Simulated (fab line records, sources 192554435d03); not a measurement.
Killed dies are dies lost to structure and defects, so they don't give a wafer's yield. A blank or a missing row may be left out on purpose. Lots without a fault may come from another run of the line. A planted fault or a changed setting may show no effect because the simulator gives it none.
A struck lot beside a sound one | flow n5_finfet | 15 steps out of a route of 1938
Sound: wafers L516.2, L516.4, L516.5. Struck: wafers L527.4, L527.6. (L527.3 of the same lot was not struck and is left out.) The cause comes at the end.
At each step with rows: each side's tool, then ch and its chambers, then its first start. Under that, the readings that differ: sound wafers | struck wafers | difference of the means | sigmas: that difference in standard deviations of wafers without a fault.
alike: readings whose means differ by less than 2 such deviations, and words and numbers that are the same on both sides. not compared: withheld readings, readings that some wafer has no value for, bounds like >300 that may hide the same value, and numbers for which the record gives no deviation and whose values overlap.
The two part at a step that has a row with sigmas, a row that says differs or no value, or rows on one side only. Numbers that don't overlap but have no deviation are shown without sigmas and don't part them. A reading that every wafer of one side lacks parts them only if that side has two wafers or more.

first, 8 steps without rows for these wafers: N5_BEOL_M10_COAT_59 (time 60 s, resist thk 100 nm); N5_BEOL_M10_COAT_60 (time 60 s, resist thk 30 nm); N5_BEOL_M10_COAT_05 (resist thk 90 nm); N5_BEOL_M10_EBR_07; N5_BEOL_M10_SOFTBAKE_06 (time 60 s); N5_BEOL_M10_EXPOSE_08 (exposes mask M10); N5_BEOL_M10_PEB_09 (peb time 60 s); N5_BEOL_M10_DEVELOP_10 (develop time 30 s).
N5_BEOL_M10_CD_MEAS_11: target cd 64.1 nm.
  sound on cd_sem-01 ch 0, day 13 09:37; struck on cd_sem-03 ch 0, day 16 15:13
  alike: cd_nm
N5_BEOL_M10_OVL_MEAS_12:
  sound on overlay-01 ch 0, day 13 09:38; struck on overlay-01 ch 0, day 16 15:14
  alike: M10_OVL
N5_BEOL_M10_INSPECT_13: inspects for defects (brightfield).
  sound on defect_inspect-02, day 13 09:40; struck on defect_inspect-02, day 16 15:16
  alike: raw_defect_count
N5_BEOL_M10_DESCUM_16: chemistry O2, time 7.9 s.
  sound on rie_diel-06 ch 2,3, day 13 09:49; struck on rie_diel-06 ch 2, day 16 15:18
  alike: drypump_motor_current_A, oes_product_au, rf_vpp_V, showerhead_plenum_p_Torr, throttle_valve_pct
  not compared: rf_hours_counter_h
N5_BEOL_M10_ETCH_61: etches SiARC in CF4, target depth 39 nm, time 65 s.
  sound on rie_diel-06 ch 2,3, day 13 09:50; struck on rie_diel-06 ch 2, day 16 15:20
  reading               | sound          | struck    | difference | sigmas
  etch_rf_on_time_s (s) | 64.0 63.7 64.1 | 39.2 39.6 | -24.5      | -31
  oes_product_au (a.u.) | 0.61 0.62 0.62 | 0.80 0.79 | +0.18      | +3
  alike: drypump_motor_current_A, rf_vpp_V, showerhead_plenum_p_Torr, throttle_valve_pct
  not compared: rf_hours_counter_h
N5_BEOL_M10_ETCH_62: etches SOC in N2/H2, target depth 110 nm, overetch 22 nm, time 165 s.
  sound on rie_diel-06 ch 2,3, day 13 09:53; struck on rie_diel-06 ch 2, day 16 15:23
  alike: drypump_motor_current_A, oes_product_au, rf_vpp_V, showerhead_plenum_p_Torr, throttle_valve_pct
  not compared: rf_hours_counter_h
-- the record jumps here: 3 days lie between the struck wafers' starts before and after (it left off in module BEOL_M10 and takes up again in module PASSIVATION, whose first step shown is number 1936 of the route) --
N5_PASSIVATION_PROBE_49:
  sound on prober-01, day 15 17:28; struck on prober-02, day 19 06:11
  reading         | sound | struck | difference | sigmas
  killed_at_other | 3 4 4 | 13     | +9         | +3
  alike: defect_limited_yield, killed_at_M0_to_M3, killed_at_M4_up, killed_at_contacts, killed_at_front_end, killed_dies, killed_on_rim, killed_open, killed_short, sort_bin_5_function, sort_bin_6_memory, sort_n_pass, sort_yield_pct

WHERE THEY PART
First at N5_BEOL_M10_ETCH_61; last, within this record, at N5_PASSIVATION_PROBE_49.

WHY: what the simulator had put in
Process parameter drift: rie_diel-06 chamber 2, from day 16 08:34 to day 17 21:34, at N5_BEOL_M10_ETCH_61. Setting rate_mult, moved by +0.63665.
